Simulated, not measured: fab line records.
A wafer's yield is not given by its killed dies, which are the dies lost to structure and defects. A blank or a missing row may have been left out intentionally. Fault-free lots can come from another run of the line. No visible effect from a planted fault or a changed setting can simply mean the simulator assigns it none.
Matching of chambers | flow n5 finfet | 4 sister chambers for N5_BEOL_M7_STRIP_36 on rie diel-04
The step strips in N2/H2. 4 wafers are shown with their chamber, then 7 later ones without.

WAFERS, EACH WITH ITS CHAMBER
wafer  | chamber | drypump motor current A (A)
L082.5 | 0       | 6.1
L082.6 | 1       | 6.3
L088.1 | 3       | 5.3
L088.3 | 2       | 6.4

WAFERS WITHOUT THEIR CHAMBER
wafer  | drypump motor current A (A)
L088.6 | 5.3
L093.2 | 6.4
L093.4 | 5.4
L093.5 | 6.3
L095.1 | 6.4
L095.4 | 5.3
L095.5 | 6.1

EACH ONE'S CHAMBER
wafer  | from the rows above | in truth
L088.6 | 3                   | 3
L093.2 | 2                   | 2
L093.4 | 3                   | 3
L093.5 | 1                   | 1
L095.1 | 2                   | 2
L095.4 | 3                   | 3
L095.5 | 0                   | 0
7 of 7 placed correctly. Not placeable from these rows: 0. Wrongly placed: 0.
How it was worked out, from the rows above alone: a wafer's distance from a chamber is the root of the sum, over the readings, of the square of ((its reading less the chamber's mean) divided by the reading's scatter). If the next closest chamber is less than 2 further off than the closest, the wafer can't be placed; otherwise it belongs to the closest. Each chamber's mean is taken over the wafers shown for it. The scatter: with one shown wafer a chamber, the root of the mean of the squares of how far each hidden wafer lies from its nearest shown one.
